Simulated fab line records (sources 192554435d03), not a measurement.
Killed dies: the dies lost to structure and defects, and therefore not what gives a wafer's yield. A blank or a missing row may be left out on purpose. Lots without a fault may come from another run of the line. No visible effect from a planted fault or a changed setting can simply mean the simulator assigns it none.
Split-lot experiment    flow n5Finfet    7 lots, 39 wafers read, on a route of 1938 steps

== THE SPLIT ==
At N5_ZERO_LAYER_DEVELOP_10 (develop time 60 s), the setting developTimeS was moved away from the recipe's 60 s on 18 of the 39 wafers read, by -46.4% to +48.9%. For the rest of the wafers, this setting stayed at what the recipe calls for.

== FROM SPLIT TO READING: 1 step shown by the file between the two ==
- N5_ZERO_LAYER_HARDBAKE_23: time 120 s

== THE READING ==
cdNm at N5_ZERO_LAYER_CD_MEAS_11, given in nm (cd target 2000 nm). On this fab line, fault-free wafers typically give 1999.3 nm with a standard deviation of 1.9 nm.

wafer   tool, chamber at the split  developTimeS as run, s  against the recipe  cdNm, nm  against lot-mates on the recipe
L076.1  lithoTrack-03, 0            46.03                   -23.3%              1994.6    -5.7
L076.2  lithoTrack-03, 0            60                      recipe              2000.4    -
L076.3  lithoTrack-03, 0            46.03                   -23.3%              1993.4    -6.9
L076.4  lithoTrack-03, 0            60                      recipe              2001.1    -
L076.5  lithoTrack-03, 0            60                      recipe              1999.4    -
L076.6  lithoTrack-03, 0            46.03                   -23.3%              1992.2    -8.1
L078.2  lithoTrack-03, 0            60                      recipe              2001.9    -
L078.4  lithoTrack-03, 0            60                      recipe              2000.3    -
L078.6  lithoTrack-03, 0            60                      recipe              2001.3    -
L081.1  lithoTrack-01, 0            60                      recipe              1995.3    -
L081.2  lithoTrack-01, 0            88.69                   +47.8%              2006.0    +8.5
L081.3  lithoTrack-01, 0            88.69                   +47.8%              2008.8    +11.3
L081.4  lithoTrack-01, 0            60                      recipe              1999.1    -
L081.5  lithoTrack-01, 0            60                      recipe              1998.2    -
L081.6  lithoTrack-01, 0            88.69                   +47.8%              2006.5    +9.0
L084.1  lithoTrack-01, 0            60                      recipe              1998.4    -
L084.2  lithoTrack-01, 0            46.21                   -23.0%              1993.0    -5.1
L084.3  lithoTrack-01, 0            60                      recipe              1996.9    -
L084.4  lithoTrack-01, 0            46.21                   -23.0%              1991.6    -6.5
L084.5  lithoTrack-01, 0            60                      recipe              1999.0    -
L084.6  lithoTrack-01, 0            46.21                   -23.0%              1993.1    -5.0
L087.1  lithoTrack-03, 0            89.32                   +48.9%              2005.0    +6.3
L087.2  lithoTrack-03, 0            60                      recipe              2000.5    -
L087.3  lithoTrack-03, 0            89.32                   +48.9%              2007.1    +8.4
L087.4  lithoTrack-03, 0            60                      recipe              1997.8    -
L087.5  lithoTrack-03, 0            60                      recipe              1997.9    -
L087.6  lithoTrack-03, 0            89.32                   +48.9%              2007.8    +9.1
L090.1  lithoTrack-05, 0            60                      recipe              1999.9    -
L090.2  lithoTrack-05, 0            32.13                   -46.4%              1985.4    -15.2
L090.3  lithoTrack-05, 0            32.13                   -46.4%              1987.3    -13.3
L090.4  lithoTrack-05, 0            32.13                   -46.4%              1986.4    -14.2
L090.5  lithoTrack-05, 0            60                      recipe              1998.2    -
L090.6  lithoTrack-05, 0            60                      recipe              2003.6    -
L096.1  lithoTrack-05, 0            60                      recipe              2003.4    -
L096.2  lithoTrack-05, 0            40.98                   -31.7%              1991.5    -9.9
L096.3  lithoTrack-05, 0            40.98                   -31.7%              1991.3    -10.1
L096.4  lithoTrack-05, 0            60                      recipe              2001.9    -
L096.5  lithoTrack-05, 0            40.98                   -31.7%              1992.8    -8.6
L096.6  lithoTrack-05, 0            60                      recipe              1998.9    -

FIT RESULTS
A straight line over all 39 wafers: cdNm changes by +0.207 nm for each +1% of developTimeS; r = +0.93; the points scatter about the line by 2.2 nm.
The same after taking each lot's own level away (the mean of its wafers on the recipe; 39 wafers): +0.232 nm for each +1%; r = +0.96; scatter 1.8 nm.
According to that fit, moving developTimeS by its largest amount changes the reading by 11 nm.
From 1997.53 to 2001.40 nm: that is the span of the lots' own levels, equal to 2.0 times the standard deviation above.
So the slope is not independent of the lot-to-lot level: the two fits are not the same.
Check: +11 nm against its lot-mates is what the line predicts for one of the wafers moved furthest among these (+48.9%) when that wafer is left out of the fit. It came out at +6.27 nm against them.

== THE WHOLE CHAIN: every reading that the file lists as answering this split, in the file's order ==
step                      what it does              reading                                                           change (the file's fit)                r (the file's)
N5_ZERO_LAYER_CD_MEAS_11  target cd 2000 nm         cdNm                                                              +0.235 nm for each +1% of the setting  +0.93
N5_ZERO_LAYER_DESCUM_16   chemistry O2, time 7.9 s  ZERO_LAYER.cdNm (the simulator's own value, which no gauge read)  +0.234 nm for each +1% of the setting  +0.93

== THE FILE'S OWN FIT ==
cdNm changes by +0.235 nm for each +1% of developTimeS, r = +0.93.
